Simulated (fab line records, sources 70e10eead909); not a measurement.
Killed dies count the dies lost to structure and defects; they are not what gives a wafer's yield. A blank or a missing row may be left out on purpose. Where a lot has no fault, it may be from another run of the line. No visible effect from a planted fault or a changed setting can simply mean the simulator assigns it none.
Matching of chambers | flow nand harc | rie diel-07 running NHARC_P_GATE_DESCUM_48: 4 sister chambers
The step chemistry O2, time 3 s. 4 wafers are shown with their chamber, then 11 later ones without.

## WAFERS, EACH WITH ITS CHAMBER
wafer  | chamber | throttle valve pct (%)
L085.1 | 0       | 11.313
L086.1 | 2       | 11.329
L086.3 | 1       | 11.309
L089.2 | 3       | 11.317

## WAFERS WITH NO CHAMBER GIVEN
wafer  | throttle valve pct (%)
L089.3 | 11.321
L089.6 | 11.314
L090.1 | 11.298
L090.3 | 11.307
L090.5 | 11.320
L092.1 | 11.306
L092.2 | 11.319
L092.3 | 11.315
L095.1 | 11.311
L095.3 | 11.319
L095.5 | 11.320

## CHAMBER TAKEN BY EACH
wafer  | from the rows above               | in truth
L089.3 | can't be placed: 3 or 0 or 2 or 1 | 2
L089.6 | can't be placed: 0 or 3 or 1      | 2
L090.1 | can't be placed: 1 or 0 or 3      | 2
L090.3 | can't be placed: 1 or 0 or 3      | 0
L090.5 | can't be placed: 3 or 0 or 2 or 1 | 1
L092.1 | can't be placed: 1 or 0 or 3      | 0
L092.2 | can't be placed: 3 or 0 or 2 or 1 | 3
L092.3 | can't be placed: 0 or 3 or 1      | 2
L095.1 | can't be placed: 0 or 1 or 3      | 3
L095.3 | can't be placed: 3 or 0 or 2 or 1 | 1
L095.5 | can't be placed: 3 or 0 or 2 or 1 | 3
0 of 11 placed correctly. Not placeable from these rows: 11 (in 8, the candidates include the true chamber). Wrongly placed: 0.
How it was worked out, from the rows above alone: a wafer's distance from a chamber is the root of the sum, over the readings, of the square of ((its reading less the chamber's mean) divided by the reading's scatter). If the next closest chamber is less than 2 further off than the closest, the wafer can't be placed; otherwise it belongs to the closest. For every chamber, the mean is computed from those of its wafers that are shown. The scatter: root of mean squared gap, hidden wafer to nearest shown wafer, with one shown wafer a chamber.
